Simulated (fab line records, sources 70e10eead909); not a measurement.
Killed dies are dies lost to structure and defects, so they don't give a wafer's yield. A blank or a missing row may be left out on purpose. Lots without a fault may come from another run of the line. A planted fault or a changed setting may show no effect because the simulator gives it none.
Chamber matching | flow nand_harc | NHARC_A_CHANNEL_FILL_D2_ALD_02 on ald_hk-01: 4 sister chambers
The step deposits SiO2, target thk 6 nm, pulse time 10 s, ald cycles 60. 4 wafers are shown with their chamber, then 12 later ones without.

WAFERS WITH THEIR CHAMBER
wafer  | chamber | heater_power_w (W)
L085.1 | 2       | 452
L085.4 | 3       | 476
L085.5 | 1       | 445
L085.6 | 0       | 387

WAFERS WITHOUT THEIR CHAMBER
wafer  | heater_power_w (W)
L084.2 | 451
L084.3 | 472
L084.5 | 455
L091.3 | 480
L091.4 | 454
L091.6 | 435
L096.1 | 369
L096.2 | 458
L096.6 | 451
L097.2 | 451
L097.3 | 386
L097.6 | 456

WHICH CHAMBER EACH WENT THROUGH
wafer  | from the rows above          | in truth
L084.2 | can't be placed: 2 or 1      | 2
L084.3 | 3                            | 3
L084.5 | can't be placed: 2 or 1      | 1
L091.3 | 3                            | 3
L091.4 | can't be placed: 2 or 1      | 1
L091.6 | can't be placed: 1 or 2      | 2
L096.1 | 0                            | 0
L096.2 | can't be placed: 2 or 1 or 3 | 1
L096.6 | can't be placed: 2 or 1      | 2
L097.2 | can't be placed: 2 or 1      | 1
L097.3 | 0                            | 0
L097.6 | can't be placed: 2 or 1      | 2
Placed correctly: 4 of 12. Can't be placed from these rows: 8 (the true chamber is among the candidates in 8). Placed wrongly: 0.
How it was worked out, from the rows above alone: a wafer's distance from a chamber is the root of the sum, over the readings, of the square of ((its reading less the chamber's mean) divided by the reading's scatter). The wafer belongs to the nearest chamber; if the next one is less than 2 further off, it can't be placed. A chamber's mean is the mean of its shown wafers. The scatter: with one shown wafer a chamber, the root of the mean of the squares of how far each hidden wafer lies from its nearest shown one.
